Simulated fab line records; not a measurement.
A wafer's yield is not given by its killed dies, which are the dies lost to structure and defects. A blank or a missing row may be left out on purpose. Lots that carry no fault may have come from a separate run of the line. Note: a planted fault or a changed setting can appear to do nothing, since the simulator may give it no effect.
Split-lot experiment -- flow n5_finfet -- route with 1938 steps; 7 lots, 21 wafers read

== ON THE SPLIT ==
At N5_PMOS_HMC_CHANNEL_EPI_PEB_07 (peb time 60 s), the setting peb_temp_c was moved away from the recipe's 110 C on 8 of the 21 wafers read, by -2.5% to +2.3%. For the rest of the wafers, this setting stayed at what the recipe calls for.

== SPLIT TO READING: what lies between them in the file, 1 step ==
- N5_PMOS_HMC_CHANNEL_EPI_DEVELOP_08: develop time 30 s

== THE READING ==
cd_nm, in nm, at N5_PMOS_HMC_CHANNEL_EPI_CD_MEAS_09 (target cd 237.4 nm). Fault-free wafers of this fab line usually give 237.1 nm, standard deviation 0.76 nm.

wafer,"tool, chamber at the split","peb_temp_c as run, C",against the recipe,"cd_nm, nm",against lot-mates on the recipe
L077.3,"litho_track-05, 0",107.3,-2.5%,229.5,-7.8
L077.4,"litho_track-05, 0",107.3,-2.5%,229.7,-7.6
L077.5,"litho_track-05, 0",110,recipe,237.3,-
L079.3,"litho_track-04, 0",108.6,-1.3%,232.6,-3.8
L079.5,"litho_track-04, 0",110,recipe,236.3,-
L079.6,"litho_track-04, 0",110,recipe,236.5,-
L082.4,"litho_track-04, 0",110,recipe,236.6,-
L082.5,"litho_track-04, 0",110,recipe,236.3,-
L082.6,"litho_track-04, 0",110,recipe,235.8,-
L091.3,"litho_track-05, 0",107.2,-2.5%,228.5,-8.6
L091.4,"litho_track-05, 0",107.2,-2.5%,228.1,-9.0
L091.5,"litho_track-05, 0",110,recipe,237.1,-
L093.1,"litho_track-01, 0",110,recipe,237.3,-
L093.2,"litho_track-01, 0",110,recipe,237.7,-
L093.4,"litho_track-01, 0",110,recipe,238.1,-
L094.2,"litho_track-01, 0",111.6,+1.5%,242.3,+5.1
L094.4,"litho_track-01, 0",110,recipe,237.1,-
L094.6,"litho_track-01, 0",110,recipe,237.3,-
L095.2,"litho_track-05, 0",112.5,+2.3%,243.6,+6.9
L095.5,"litho_track-05, 0",110,recipe,236.7,-
L095.6,"litho_track-05, 0",112.5,+2.3%,243.9,+7.2

FIT RESULTS
A straight line over all 21 wafers: cd_nm changes by +3.18 nm for each +1% of peb_temp_c; r = +0.99; the points scatter about the line by 0.61 nm.
The same after taking each lot's own level away (the mean of its wafers on the recipe; 21 wafers): +3.24 nm for each +1%; r = +1.00; scatter 0.33 nm.
Per that fit: largest peb_temp_c move, reading shift of 8.3 nm.
From 236.23 to 237.70 nm: that is the span of the lots' own levels, equal to 1.9 times the standard deviation above.
The two slopes are in agreement: the lot-to-lot level therefore moves the slope only a little.
Check: for one of the wafers moved furthest among these (-2.5%), held out of the fit, the line's prediction against its lot-mates is -8.21 nm. It came out at -8.6 nm against them.

== THESE WAFERS: OTHER SPLITS ==
Other splits were also applied to these wafers ahead of the reading. Each is held against what the fit with the lots' levels taken away leaves over:
other split on the same wafers,wafers away from the commonest value,r with cd_nm (lot level and that fit taken away)
N5_ZERO_LAYER_ETCH_18 bias_w,7,-0.10

== THE WHOLE CHAIN: every reading that the file lists as answering this split, in the file's order ==
step,what it does,reading,change (the file's fit),r (the file's)
N5_PMOS_HMC_CHANNEL_EPI_CD_MEAS_09,target cd 237.4 nm,cd_nm,+3.25 nm for each +1% of the setting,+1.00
N5_PMOS_HMC_CHANNEL_EPI_DESCUM_14,"chemistry O2, time 7.9 s","PMOS_HMC_CHANNEL_EPI.cd_nm (the simulator's own value, which no gauge read)",+3.34 nm for each +1% of the setting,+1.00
N5_PMOS_HMC_CHANNEL_EPI_ETCH_32,"etches BARC in N2/H2, stops on SiO2, target depth 85.8 nm, time 50.3 s","PMOS_HMC_CHANNEL_EPI.cd_nm (the simulator's own value, which no gauge read)",+3.41 nm for each +1% of the setting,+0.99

== THE FILE'S OWN FIT ==
cd_nm changes by +3.25 nm for each +1% of peb_temp_c, r = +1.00.
